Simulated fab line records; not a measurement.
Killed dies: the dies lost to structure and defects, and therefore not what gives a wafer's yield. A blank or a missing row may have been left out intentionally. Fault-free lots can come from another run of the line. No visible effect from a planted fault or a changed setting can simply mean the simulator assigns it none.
fab line records	flow n5Finfet
record lots=24	wafers=72	lastDay=18
route steps=1938 shown BEOL_M2@892 BEOL_M3@946
lots untouched by any fault: they come from a run of this same line in which no faults occurred
startH: hours from the record's first day to the start of the lot's first wafer shown	waitH: hours since the lot's step before	" as in the row above	L1.1+2: several wafers, shown together as one row	- no value, or no start given	* or withheld: withheld	< > ~ a bound
route shown NAME@n: a module of which the file shows steps, and the number in the route of the first	usual: mean/standard deviation taken from wafers without a fault	same: alike in all rows	chamber/n: place in a boat	sites: per-site readings	_std_site: standard deviation across them	_edge_site: inner sites' mean taken away from outer sites' mean	radiusMm: how far each site lies from the wafer's centre	mask NAME#n: copy n	behind: tool/chamber where the wafer was last shaped	hold: why the lot was held/for how many hours/how that ended	device: the transistor (n, p or np) that didn't switch	end of line: tests of these same wafers at the route's end	for a step that has no rows: nothing shown but its recipe	killed: at the first sort, the dies lost to defects and structure; wafer yield is something else	map: a wafer's dies, marking killed ones x, the rest . and places with no die _
set.NAME: setting as actually run; set.NAME@STEP: the setting as run at that earlier step	model.NAME: the simulator's own value behind a step, which no gauge read
one table for each step of the route and one row for each wafer, over a sample of lots
services: from which hour (startH, from the record's first day; less than 0 if before it) a tool's chamber was out of use, for how many hours, and why
## steps
# step N5_BEOL_M2_STRIP_97
# recipe chemistry=N2/H2	timeS=10	powerW=450	tempC=40	pressureMtorr=20	rfFrequencyHz=6e+07	biasPowerW=7	n2FlowSccm=200	h2FlowSccm=200
# usual drypumpMotorCurrentA=5.8/0.55	h2FlowSccm=200.0/0.62	oesProductAu=0.78/0.063	rfVppV=59.2/0.8	showerheadPlenumPTorr=2.52/0.068	throttleValvePct=23.6/0.38
lot.wafer	tool	chamber	startH	waitH	drypumpMotorCurrentA	h2FlowSccm	oesProductAu	rfHoursCounterH	rfVppV	showerheadPlenumPTorr	throttleValvePct
L075.2	rieDiel-01	2	-	-	5.1	200.8	0.81	82	58.8	2.47	23.5
L075.4	"	0	"	"	5.3	199.7	0.89	35	59.5	2.56	23.1
L075.5	"	3	"	"	6.2	200.6	0.84	-	59.3	2.59	23.3
L074.2	rieDiel-04	2	-	-	6.2	199.8	0.89	34	58.5	2.48	23.2
L074.3	"	0	"	"	6.8	200.0	0.72	190	59.2	2.40	23.7
L074.6	"	1	"	"	6.0	200.6	0.72	-	59.2	2.52	24.2
L076.1	rieDiel-02	0	-	-	5.6	200.0	0.72	228	60.3	2.62	24.0
L076.4	"	1	"	"	6.6	200.4	0.74	154	58.8	2.54	24.0
L076.5	"	0	"	"	5.6	200.3	0.73	-	59.5	2.62	24.0
L077.3	rieDiel-01	3	-	-	6.3	199.3	0.84	54	58.9	2.59	23.4
L077.5	"	3	"	"	6.2	199.3	0.83	-	59.5	2.59	23.4
L077.6	"	0	"	"	5.3	199.9	0.87	-	58.4	2.56	23.1
L078.1	rieDiel-01	2	-	-	5.2	200.4	0.79	96	60.4	2.46	23.5
L078.2	"	1	"	"	5.4	200.8	0.81	73	60.1	2.57	23.3
L078.5	"	0	"	"	5.3	200.5	0.85	-	59.4	2.55	23.1
L080.2	rieDiel-01	3	-	-	6.3	200.4	0.82	63	60.0	2.59	23.4
L080.3	"	2	"	"	5.1	199.6	0.79	96	58.9	2.46	23.5
L080.5	"	2	"	"	5.1	200.5	0.79	-	59.6	2.46	23.5
L079.2	rieDiel-04	0	-	-	6.8	199.5	0.72	202	59.1	2.40	23.7
L079.3	"	3	"	"	5.3	199.3	0.76	168	59.1	2.43	24.0
L079.6	"	1	"	"	6.0	199.5	0.72	-	59.1	2.51	24.2
L082.3	rieDiel-01	1	-	-	5.5	201.4	0.81	74	59.7	2.57	23.3
L082.5	"	1	"	"	5.4	199.7	0.82	-	58.7	2.57	23.2
L082.6	"	0	"	"	5.3	199.6	0.86	-	58.5	2.55	23.1
L081.1	rieDiel-04	1	-	-	6.0	200.0	0.71	220	57.5	2.51	24.2
L081.3	"	3	"	"	5.3	199.9	0.75	170	59.0	2.43	23.9
L081.6	"	0	"	"	6.8	200.4	0.71	-	57.9	2.40	23.7
L083.1	rieDiel-01	1	-	-	5.4	200.3	0.81	77	61.9	2.57	23.3
L083.2	"	2	"	"	5.1	200.1	0.78	99	59.2	2.46	23.5
L083.6	"	2	"	"	5.1	200.2	0.78	-	59.2	2.46	23.5
L084.1	rieDiel-04	2	-	-	6.1	199.5	0.87	51	58.8	2.47	23.3
L084.4	"	3	"	"	5.3	200.6	0.75	172	60.2	2.43	24.0
L084.5	"	1	"	"	6.0	199.7	0.71	-	58.5	2.51	24.2
L085.1	rieDiel-01	2	-	-	5.1	201.0	0.79	100	59.4	2.46	23.5
L085.3	"	0	"	"	5.3	199.8	0.86	54	59.9	2.55	23.1
L085.6	"	0	"	"	5.3	199.7	0.86	-	58.4	2.55	23.1
L086.3	rieDiel-02	3	-	-	5.0	199.4	0.73	192	58.9	2.53	24.2
L086.4	"	1	"	"	6.6	199.8	0.72	-	59.2	2.53	24.1
L086.5	"	2	"	"	5.9	199.7	0.74	-	59.8	2.62	23.5
L087.2	rieDiel-02	1	-	-	6.6	200.8	0.72	178	58.7	2.53	24.1
L087.3	"	3	"	"	5.0	199.4	0.72	193	58.3	2.53	24.2
L087.5	"	2	"	"	5.9	198.5	0.75	-	60.4	2.62	23.5
L088.3	rieDiel-01	0	-	-	5.3	199.3	0.83	63	59.6	2.55	23.1
L088.5	"	0	"	"	5.4	199.5	0.84	-	59.9	2.55	23.1
L088.6	"	1	"	"	5.4	199.1	0.80	-	59.2	2.57	23.3
L089.1	rieDiel-04	2	-	-	6.1	199.2	0.84	68	59.5	2.46	23.3
L089.2	"	3	"	"	5.3	199.9	0.74	188	60.7	2.43	24.0
L089.3	"	1	"	"	6.0	200.5	0.70	238	58.8	2.51	24.2
L090.2	rieDiel-04	3	-	-	5.3	199.6	0.73	189	57.9	2.42	24.0
L090.3	"	2	"	"	6.1	201.1	0.84	69	59.4	2.46	23.3
L090.4	"	0	"	"	6.8	200.1	0.70	222	58.6	2.39	23.7
L091.1	rieDiel-02	0	-	-	5.6	200.0	0.93	8	60.4	2.61	23.7
L091.2	"	1	"	"	6.6	200.2	0.71	189	59.9	2.52	24.1
L091.4	"	3	"	"	5.0	199.8	0.72	205	58.9	2.52	24.3
L092.1	rieDiel-01	3	-	-	6.3	199.6	0.79	82	58.6	2.58	23.4
L092.2	"	1	"	"	5.5	200.7	0.79	91	58.1	2.57	23.3
L092.3	"	2	"	"	5.1	201.7	0.77	114	59.1	2.45	23.5
L093.1	rieDiel-02	2	-	-	5.8	199.2	0.73	204	59.5	2.62	23.5
L093.3	"	1	"	"	6.6	200.3	0.71	193	58.5	2.52	24.1
L093.5	"	1	"	"	6.6	200.9	0.71	-	59.1	2.52	24.1
L094.1	rieDiel-04	0	-	-	6.8	200.7	0.70	228	60.3	2.38	23.8
L094.4	"	1	"	"	6.0	200.3	0.69	246	58.2	2.50	24.2
L094.5	"	2	"	"	6.1	199.8	0.83	-	59.6	2.46	23.3
L095.2	rieDiel-02	1	-	-	6.6	200.5	0.70	197	57.9	2.52	24.1
L095.3	"	3	"	"	5.0	199.8	0.70	212	57.9	2.52	24.2
L095.6	"	3	"	"	5.0	199.3	0.70	-	57.9	2.52	24.2
L096.1	rieDiel-04	0	-	-	6.8	199.9	0.69	232	58.3	2.38	23.8
L096.3	"	3	"	"	5.3	199.3	0.73	199	58.1	2.42	24.0
L096.4	"	0	"	"	6.8	199.9	0.69	-	58.5	2.38	23.8
L097.3	rieDiel-01	2	-	-	5.1	199.4	0.77	124	57.8	2.45	23.5
L097.5	"	3	"	"	6.2	200.4	0.79	-	60.2	2.57	23.4
L097.6	"	2	"	"	5.1	200.0	0.76	-	58.5	2.45	23.5
# step N5_BEOL_M2_SPUTTER_86
# recipe material=Cu	targetThkA=45	tempC=-20	chamberPressurePa=0.07	powerW=withheld	timeS=8.29
# usual throttleValvePct=29.4/1.1
lot.wafer	tool	chamber	startH	waitH	throttleValvePct
L075.2	pvdSputter-02	-	143.76	0.1	28.1
L075.4	"	-	"	"	30.1
L075.5	"	-	"	"	30.9
L074.2	pvdSputter-03	-	145.22	0.1	29.6
L074.3	"	-	"	"	30.3
L074.6	"	-	"	"	29.1
L076.1	pvdSputter-03	-	150.22	0.1	29.4
L076.4	"	-	"	"	27.5
L076.5	"	-	"	"	27.2
L077.3	pvdSputter-02	-	157.98	0.1	30.9
L077.5	"	-	"	"	28.2
L077.6	"	-	"	"	30.9
L078.1	pvdSputter-02	-	183.97	0.1	31.1
L078.2	"	-	"	"	29.8
L078.5	"	-	"	"	30.2
L080.2	pvdSputter-03	-	185.04	0.1	29.7
L080.3	"	-	"	"	30.4
L080.5	"	-	"	"	29.8
L079.2	pvdSputter-02	-	186.05	0.1	30.0
L079.3	"	-	"	"	30.4
L079.6	"	-	"	"	29.9
L082.3	pvdSputter-02	-	188.56	0.1	28.0
L082.5	"	-	"	"	30.1
L082.6	"	-	"	"	28.1
L081.1	pvdSputter-01	-	189.02	0.1	29.5
L081.3	"	-	"	"	30.0
L081.6	"	-	"	"	27.2
L083.1	pvdSputter-01	-	196.49	0.1	30.5
L083.2	"	-	"	"	29.5
L083.6	"	-	"	"	27.3
L084.1	pvdSputter-03	-	196.62	0.1	27.3
L084.4	"	-	"	"	29.1
L084.5	"	-	"	"	29.7
L085.1	pvdSputter-02	-	199.59	0.1	30.7
L085.3	"	-	"	"	29.8
L085.6	"	-	"	"	29.7
L086.3	pvdSputter-03	-	215.04	0.1	29.1
L086.4	"	-	"	"	27.6
L086.5	"	-	"	"	27.5
L087.2	pvdSputter-02	-	220.36	0.1	28.1
L087.3	"	-	"	"	29.9
L087.5	"	-	"	"	31.0
L088.3	pvdSputter-02	-	223.68	0.1	30.7
L088.5	"	-	"	"	30.4
L088.6	"	-	"	"	28.1
L089.1	pvdSputter-03	-	240.57	0.1	30.3
L089.2	"	-	"	"	27.3
L089.3	"	-	"	"	29.7
L090.2	pvdSputter-03	-	244.57	0.1	29.7
L090.3	"	-	"	"	30.2
L090.4	"	-	"	"	29.2
L091.1	pvdSputter-01	-	247.71	0.1	30.6
L091.2	"	-	"	"	29.8
L091.4	"	-	"	"	27.3
L092.1	pvdSputter-02	-	250.61	0.1	29.9
L092.2	"	-	"	"	30.9
L092.3	"	-	"	"	30.5
L093.1	pvdSputter-03	-	257.47	0.1	30.1
L093.3	"	-	"	"	29.5
L093.5	"	-	"	"	30.2
L094.1	pvdSputter-02	-	262.21	0.1	29.9
L094.4	"	-	"	"	30.3
L094.5	"	-	"	"	29.8
L095.2	pvdSputter-01	-	269.48	0.1	29.4
L095.3	"	-	"	"	27.3
L095.6	"	-	"	"	27.1
L096.1	pvdSputter-02	-	275.15	0.1	30.9
L096.3	"	-	"	"	29.8
L096.4	"	-	"	"	28.1
L097.3	pvdSputter-02	-	281.90	0.1	30.0
L097.5	"	-	"	"	30.3
L097.6	"	-	"	"	29.7
# step N5_BEOL_M2_ANNEAL_95
# recipe tempC=400	timeS=240	ambient=vacuum
# usual heaterPowerW=853/90
lot.wafer	tool	chamber	startH	waitH	heaterPowerW
L075.2	pvdSputter-02	-	144.72	0.0	821
L075.4	"	-	"	"	808
L075.5	"	-	"	"	901
L074.2	pvdSputter-03	-	146.18	0.0	892
L074.3	"	-	"	"	883
L074.6	"	-	"	"	877
L076.1	pvdSputter-03	-	151.18	0.0	877
L076.4	"	-	"	"	692
L076.5	"	-	"	"	686
L077.3	pvdSputter-02	-	158.94	0.0	878
L077.5	"	-	"	"	793
L077.6	"	-	"	"	905
L078.1	pvdSputter-02	-	184.93	0.0	893
L078.2	"	-	"	"	790
L078.5	"	-	"	"	1041
L080.2	pvdSputter-03	-	186.00	0.0	844
L080.3	"	-	"	"	870
L080.5	"	-	"	"	843
L079.2	pvdSputter-02	-	187.01	0.0	824
L079.3	"	-	"	"	1032
L079.6	"	-	"	"	812
L082.3	pvdSputter-02	-	189.52	0.0	800
L082.5	"	-	"	"	1059
L082.6	"	-	"	"	832
L081.1	pvdSputter-01	-	189.98	0.0	902
L081.3	"	-	"	"	809
L081.6	"	-	"	"	795
L083.1	pvdSputter-01	-	197.45	0.0	798
L083.2	"	-	"	"	862
L083.6	"	-	"	"	807
L084.1	pvdSputter-03	-	197.58	0.0	690
L084.4	"	-	"	"	896
L084.5	"	-	"	"	863
L085.1	pvdSputter-02	-	200.55	0.0	908
L085.3	"	-	"	"	822
L085.6	"	-	"	"	802
L086.3	pvdSputter-03	-	216.00	0.0	881
L086.4	"	-	"	"	678
L086.5	"	-	"	"	705
L087.2	pvdSputter-02	-	221.32	0.0	790
L087.3	"	-	"	"	804
L087.5	"	-	"	"	893
L088.3	pvdSputter-02	-	224.64	0.0	879
L088.5	"	-	"	"	1037
L088.6	"	-	"	"	794
L089.1	pvdSputter-03	-	241.53	0.0	876
L089.2	"	-	"	"	702
L089.3	"	-	"	"	819
L090.2	pvdSputter-03	-	245.53	0.0	849
L090.3	"	-	"	"	850
L090.4	"	-	"	"	890
L091.1	pvdSputter-01	-	248.67	0.0	804
L091.2	"	-	"	"	793
L091.4	"	-	"	"	801
L092.1	pvdSputter-02	-	251.57	0.0	824
L092.2	"	-	"	"	891
L092.3	"	-	"	"	1027
L093.1	pvdSputter-03	-	258.43	0.0	866
L093.3	"	-	"	"	888
L093.5	"	-	"	"	877
L094.1	pvdSputter-02	-	263.17	0.0	812
L094.4	"	-	"	"	1049
L094.5	"	-	"	"	820
L095.2	pvdSputter-01	-	270.44	0.0	893
L095.3	"	-	"	"	808
L095.6	"	-	"	"	795
L096.1	pvdSputter-02	-	276.11	0.0	882
L096.3	"	-	"	"	805
L096.4	"	-	"	"	811
L097.3	pvdSputter-02	-	282.86	0.0	1038
L097.5	"	-	"	"	1025
L097.6	"	-	"	"	795
# step N5_BEOL_M2_ANNEAL_51
# recipe tempC=225	timeS=90	ambient=N2
# usual wafer_temp_C_max=226.5/0.32
lot.wafer	tool	chamber	startH	waitH	wafer_temp_C_max
L075.2	rtpAnneal-01	0	145.10	0.1	226.8
L075.4	"	0	"	"	227.2
L075.5	"	0	"	"	226.3
L074.2	rtpAnneal-02	0	146.98	0.5	226.3
L074.3	"	0	"	"	226.6
L074.6	"	0	"	"	226.6
L076.1	rtpAnneal-02	0	151.52	0.1	226.6
L076.4	"	0	"	"	226.5
L076.5	"	0	"	"	226.5
L077.3	rtpAnneal-02	0	159.36	0.1	227.0
L077.5	"	0	"	"	226.3
L077.6	"	0	"	"	226.6
L078.1	rtpAnneal-01	0	185.27	0.1	226.0
L078.2	"	0	"	"	226.8
L078.5	"	0	"	"	226.1
L080.2	rtpAnneal-02	0	186.38	0.1	226.5
L080.3	"	0	"	"	226.2
L080.5	"	0	"	"	226.8
L079.2	rtpAnneal-02	0	187.39	0.1	227.3
L079.3	"	0	"	"	226.9
L079.6	"	0	"	"	226.8
L082.3	rtpAnneal-02	0	190.04	0.2	226.5
L082.5	"	0	"	"	226.4
L082.6	"	0	"	"	227.0
L081.1	rtpAnneal-01	0	190.85	0.6	226.3
L081.3	"	0	"	"	226.5
L081.6	"	0	"	"	226.9
L083.1	rtpAnneal-01	0	197.78	0.1	227.0
L083.2	"	0	"	"	226.4
L083.6	"	0	"	"	226.8
L084.1	rtpAnneal-02	0	197.91	0.1	226.0
L084.4	"	0	"	"	226.0
L084.5	"	0	"	"	226.6
L085.1	rtpAnneal-01	0	200.89	0.1	226.6
L085.3	"	0	"	"	226.5
L085.6	"	0	"	"	226.3
L086.3	rtpAnneal-01	0	216.43	0.1	226.3
L086.4	"	0	"	"	226.4
L086.5	"	0	"	"	226.7
L087.2	rtpAnneal-02	0	221.70	0.1	226.7
L087.3	"	0	"	"	226.3
L087.5	"	0	"	"	226.3
L088.3	rtpAnneal-01	0	225.07	0.1	226.5
L088.5	"	0	"	"	226.6
L088.6	"	0	"	"	226.4
L089.1	rtpAnneal-01	0	241.87	0.1	226.4
L089.2	"	0	"	"	226.3
L089.3	"	0	"	"	226.2
L090.2	rtpAnneal-02	0	245.94	0.1	226.6
L090.3	"	0	"	"	227.0
L090.4	"	0	"	"	226.8
L091.1	rtpAnneal-01	0	249.12	0.2	226.8
L091.2	"	0	"	"	226.5
L091.4	"	0	"	"	226.9
L092.1	rtpAnneal-01	0	251.97	0.1	226.6
L092.2	"	0	"	"	226.1
L092.3	"	0	"	"	226.6
L093.1	rtpAnneal-01	0	258.76	0.1	226.7
L093.3	"	0	"	"	226.2
L093.5	"	0	"	"	226.6
L094.1	rtpAnneal-02	0	263.51	0.1	226.3
L094.4	"	0	"	"	226.4
L094.5	"	0	"	"	226.0
L095.2	rtpAnneal-02	0	270.95	0.2	226.3
L095.3	"	0	"	"	226.7
L095.6	"	0	"	"	226.3
L096.1	rtpAnneal-02	0	276.45	0.1	226.0
L096.3	"	0	"	"	226.4
L096.4	"	0	"	"	226.5
L097.3	rtpAnneal-01	0	283.28	0.1	226.3
L097.5	"	0	"	"	226.8
L097.6	"	0	"	"	226.2
# step N5_BEOL_M2_RS_MEAS_58
# recipe thkMeasGauge=four-point-probe	reads=Co_of_BEOL_M2_CO_CAP_55+Cu_of_BEOL_M2_ECD_50+Co_of_BEOL_M2_CVD_47+TaN_of_BEOL_M2_ALD_84
# usual M2_RS=0.66/0.032
lot.wafer	tool	chamber	startH	waitH	M2_RS[ohm/sq]
L075.2	filmMetro-02	-	146.14	0.1	0.70
L075.4	"	-	"	"	0.71
L075.5	"	-	"	"	0.68
L074.2	filmMetro-01	-	147.94	0.1	0.65
L074.3	"	-	"	"	0.65
L074.6	"	-	"	"	0.63
L076.1	filmMetro-01	-	152.56	0.0	0.68
L076.4	"	-	"	"	0.59
L076.5	"	-	"	"	0.68
L077.3	filmMetro-01	-	160.23	0.1	0.67
L077.5	"	-	"	"	0.67
L077.6	"	-	"	"	0.66
L078.1	filmMetro-01	-	186.14	0.0	0.62
L078.2	"	-	"	"	0.63
L078.5	"	-	"	"	0.67
L080.2	filmMetro-02	-	187.22	0.1	0.66
L080.3	"	-	"	"	0.68
L080.5	"	-	"	"	0.70
L079.2	filmMetro-02	-	188.23	0.1	0.65
L079.3	"	-	"	"	0.68
L079.6	"	-	"	"	0.64
L082.3	filmMetro-02	-	190.98	0.1	0.64
L082.5	"	-	"	"	0.64
L082.6	"	-	"	"	0.67
L081.1	filmMetro-02	-	191.70	0.0	0.63
L081.3	"	-	"	"	0.62
L081.6	"	-	"	"	0.67
L083.1	filmMetro-01	-	198.64	0.0	0.64
L083.2	"	-	"	"	0.66
L083.6	"	-	"	"	0.65
L084.1	filmMetro-01	-	198.76	0.0	0.60
L084.4	"	-	"	"	0.68
L084.5	"	-	"	"	0.62
L085.1	filmMetro-02	-	201.74	0.0	0.65
L085.3	"	-	"	"	0.68
L085.6	"	-	"	"	0.67
L086.3	filmMetro-01	-	217.19	0.1	0.63
L086.4	"	-	"	"	0.62
L086.5	"	-	"	"	0.59
L087.2	filmMetro-02	-	222.51	0.1	0.67
L087.3	"	-	"	"	0.62
L087.5	"	-	"	"	0.69
L088.3	filmMetro-01	-	225.84	0.1	0.67
L088.5	"	-	"	"	0.68
L088.6	"	-	"	"	0.60
L089.1	filmMetro-01	-	242.72	0.0	0.65
L089.2	"	-	"	"	0.68
L089.3	"	-	"	"	0.66
L090.2	filmMetro-02	-	246.75	0.1	0.71
L090.3	"	-	"	"	0.68
L090.4	"	-	"	"	0.70
L091.1	filmMetro-01	-	249.97	0.0	0.72
L091.2	"	-	"	"	0.67
L091.4	"	-	"	"	0.68
L092.1	filmMetro-02	-	252.84	0.0	0.68
L092.2	"	-	"	"	0.61
L092.3	"	-	"	"	0.69
L093.1	filmMetro-02	-	260.72	0.0	0.64
L093.3	"	-	"	"	0.63
L093.5	"	-	"	"	0.63
L094.1	filmMetro-02	-	264.44	0.1	0.74
L094.4	"	-	"	"	0.74
L094.5	"	-	"	"	0.66
L095.2	filmMetro-01	-	271.76	0.1	0.65
L095.3	"	-	"	"	0.63
L095.6	"	-	"	"	0.64
L096.1	filmMetro-02	-	277.30	0.0	0.70
L096.3	"	-	"	"	0.69
L096.4	"	-	"	"	0.71
L097.3	filmMetro-02	-	284.06	0.1	0.66
L097.5	"	-	"	"	0.66
L097.6	"	-	"	"	0.64
# step N5_BEOL_M3_INSPECT_13
# recipe mode=adi	inspectInstrument=brightfield
# usual rawDefectCount=429/110
lot.wafer	tool	chamber	startH	waitH	rawDefectCount
L075.2	defectInspect-02	-	146.88	0.0	502
L075.4	"	-	"	"	516
L075.5	"	-	"	"	524
L074.2	defectInspect-01	-	149.20	0.0	771
L074.3	"	-	"	"	479
L074.6	"	-	"	"	704
L076.1	defectInspect-01	-	155.77	0.1	566
L076.4	"	-	"	"	360
L076.5	"	-	"	"	365
L077.3	defectInspect-02	-	162.91	0.0	371
L077.5	"	-	"	"	417
L077.6	"	-	"	"	446
L078.1	defectInspect-01	-	187.71	0.1	419
L078.2	"	-	"	"	490
L078.5	"	-	"	"	331
L080.2	defectInspect-01	-	188.21	0.0	655
L080.3	"	-	"	"	465
L080.5	"	-	"	"	570
L079.2	defectInspect-01	-	190.39	0.0	409
L079.3	"	-	"	"	581
L079.6	"	-	"	"	507
L082.3	defectInspect-02	-	194.28	0.0	310
L082.5	"	-	"	"	346
L082.6	"	-	"	"	409
L081.1	defectInspect-01	-	194.44	0.1	471
L081.3	"	-	"	"	462
L081.6	"	-	"	"	461
L083.1	defectInspect-01	-	201.02	0.1	365
L083.2	"	-	"	"	471
L083.6	"	-	"	"	365
L084.1	defectInspect-01	-	201.25	0.1	363
L084.4	"	-	"	"	285
L084.5	"	-	"	"	315
L085.1	defectInspect-01	-	203.20	0.1	341
L085.3	"	-	"	"	310
L085.6	"	-	"	"	328
L086.3	defectInspect-02	-	217.92	0.0	345
L086.4	"	-	"	"	297
L086.5	"	-	"	"	487
L087.2	defectInspect-01	-	227.87	0.0	372
L087.3	"	-	"	"	392
L087.5	"	-	"	"	570
L088.3	defectInspect-01	-	228.78	0.0	796
L088.5	"	-	"	"	649
L088.6	"	-	"	"	599
L089.1	defectInspect-01	-	243.89	0.1	358
L089.2	"	-	"	"	433
L089.3	"	-	"	"	437
L090.2	defectInspect-01	-	249.60	0.0	339
L090.3	"	-	"	"	475
L090.4	"	-	"	"	524
L091.1	defectInspect-02	-	251.79	0.1	420
L091.2	"	-	"	"	371
L091.4	"	-	"	"	479
L092.1	defectInspect-01	-	253.55	0.1	369
L092.2	"	-	"	"	393
L092.3	"	-	"	"	359
L093.1	defectInspect-01	-	264.69	0.1	406
L093.3	"	-	"	"	309
L093.5	"	-	"	"	473
L094.1	defectInspect-02	-	265.61	0.1	306
L094.4	"	-	"	"	630
L094.5	"	-	"	"	415
L095.2	defectInspect-02	-	273.18	0.0	419
L095.3	"	-	"	"	353
L095.6	"	-	"	"	408
L096.1	defectInspect-02	-	278.64	0.1	377
L096.3	"	-	"	"	303
L096.4	"	-	"	"	399
L097.3	defectInspect-01	-	285.25	0.0	496
L097.5	"	-	"	"	361
L097.6	"	-	"	"	336
## services
tool	chamber	startH	hours	kind
pvdSputter-03	-	122.25	3.7	repair
rieDiel-04	0	143.65	8.5	repair
pvdSputter-03	-	152.34	6.3	repair
pvdSputter-03	-	160.23	10.0	repair
rieDiel-02	0	211.43	-	clean
rieDiel-02	0	211.43	-	consumableReplace:focusRing
rieDiel-02	0	211.43	15.1	scheduledDown
rieDiel-02	0	211.43	15.1	ventCycle
rieDiel-01	-	226.88	11.4	repair
pvdSputter-02	-	239.55	2.6	repair
rtpAnneal-01	-	262.45	4.9	pm
rieDiel-02	0	269.78	9.7	repair
rieDiel-01	-	271.78	1.1	repair
rieDiel-04	1	272.31	-	clean
rieDiel-04	1	272.31	-	consumableReplace:focusRing
rieDiel-04	1	272.31	14.9	scheduledDown
rieDiel-04	1	272.31	14.9	ventCycle
## key
fault none
